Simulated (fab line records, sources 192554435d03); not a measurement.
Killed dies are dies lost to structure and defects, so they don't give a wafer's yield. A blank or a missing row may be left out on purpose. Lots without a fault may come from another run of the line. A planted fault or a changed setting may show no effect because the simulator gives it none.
Split-lot experiment | flow n5_finfet | 7 lots, 21 wafers read, on a route of 1938 steps

THE SPLIT
At N5_BEOL_M4_ETCH_70 (etches SOC in N2/H2, target depth 80 nm, overetch 24 nm, time 130 s), the setting bias_w was moved away from the recipe's 150 W on 7 of the 21 wafers read, by +6.4% to +13.7%. The other wafers ran this setting at the recipe's value.

The reading is taken at the split's own step.

THE READING
rf_vpp_V, in V, at N5_BEOL_M4_ETCH_70 (etches SOC in N2/H2, target depth 80 nm, overetch 24 nm, time 130 s). Fault-free wafers of this fab line usually give 524.3 V, standard deviation 2.5 V.

wafer  | tool, chamber at the split | bias_w as run, W | against the recipe | rf_vpp_V, V | against lot-mates on the recipe
L075.1 | rie_diel-03, 1             | 168.4            | +12.3%             | 562.0       | +42.1
L075.3 | rie_diel-03, 3             | 168.4            | +12.3%             | 569.6       | +49.7
L075.4 | rie_diel-03, 2             | 150              | recipe             | 519.9       | -
L077.2 | rie_diel-03, 2             | 150              | recipe             | 520.5       | -
L077.3 | rie_diel-03, 1             | 150              | recipe             | 522.4       | -
L077.4 | rie_diel-03, 3             | 150              | recipe             | 527.7       | -
L078.2 | rie_diel-04, 2             | 150              | recipe             | 527.7       | -
L078.4 | rie_diel-04, 0             | 150              | recipe             | 526.4       | -
L078.5 | rie_diel-04, 0             | 170.6            | +13.7%             | 571.1       | +44.1
L081.3 | rie_diel-03, 1             | 150              | recipe             | 522.4       | -
L081.4 | rie_diel-03, 0             | 159.6            | +6.4%              | 546.7       | +24.3
L081.6 | rie_diel-03, 3             | 159.6            | +6.4%              | 549.5       | +27.1
L079.3 | rie_diel-02, 3             | 150              | recipe             | 522.5       | -
L079.4 | rie_diel-02, 1             | 150              | recipe             | 522.8       | -
L079.6 | rie_diel-02, 1             | 150              | recipe             | 523.5       | -
L082.2 | rie_diel-02, 3             | 166.7            | +11.1%             | 558.8       | +37.6
L082.4 | rie_diel-02, 2             | 166.7            | +11.1%             | 562.9       | +41.7
L082.5 | rie_diel-02, 1             | 150              | recipe             | 521.2       | -
L088.3 | rie_diel-03, 0             | 150              | recipe             | 524.4       | -
L088.5 | rie_diel-03, 0             | 150              | recipe             | 525.7       | -
L088.6 | rie_diel-03, 2             | 150              | recipe             | 518.7       | -

THE FIT
A straight line over all 21 wafers: rf_vpp_V changes by +3.47 V for each +1% of bias_w; r = +0.99; the points scatter about the line by 2.9 V.
The same after taking each lot's own level away (the mean of its wafers on the recipe; 21 wafers): +3.57 V for each +1%; r = +0.99; scatter 2.8 V.
On that fit, the largest move of bias_w shifts the reading by 49 V.
The lots' own levels span 519.90 to 527.05 V, that is 2.9 times the standard deviation above.
So the lot-to-lot level changes the slope little: the two slopes agree.
Check: with one of the wafers moved furthest among these (+13.7%) left out of the fit, the line predicts +50.9 V for it against its lot-mates. It came out at +44.1 V against them.
Tool readings at the split's step, against how far the setting was moved: rf_vpp_V r = +0.99.

OTHER SPLITS ON THESE WAFERS
These wafers also went through other splits before the reading. Each is held against what the fit with the lots' levels taken away leaves over:
other split on the same wafers         | wafers away from the commonest value | r with rf_vpp_V (lot level and that fit taken away)
N5_MOL_CONTACT_COAG_ALD_133 ald_cycles | 6                                    | +0.44
N5_MOL_CONTACT_COAG_ETCH_67 source_w   | 9                                    | +0.22
N5_BEOL_M0_SAQP_ETCH_107 bias_w        | 8                                    | +0.25
N5_BEOL_M0_DEP_125 time_s              | 6                                    | +0.35
N5_BEOL_M1_EXPOSE_25 dose_mj           | 8                                    | +0.35
N5_BEOL_M3_ILD_DEP_00 time_s           | 13                                   | -0.30

THE FILE'S OWN FIT
rf_vpp_V changes by +3.52 V for each +1% of bias_w, r = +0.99.
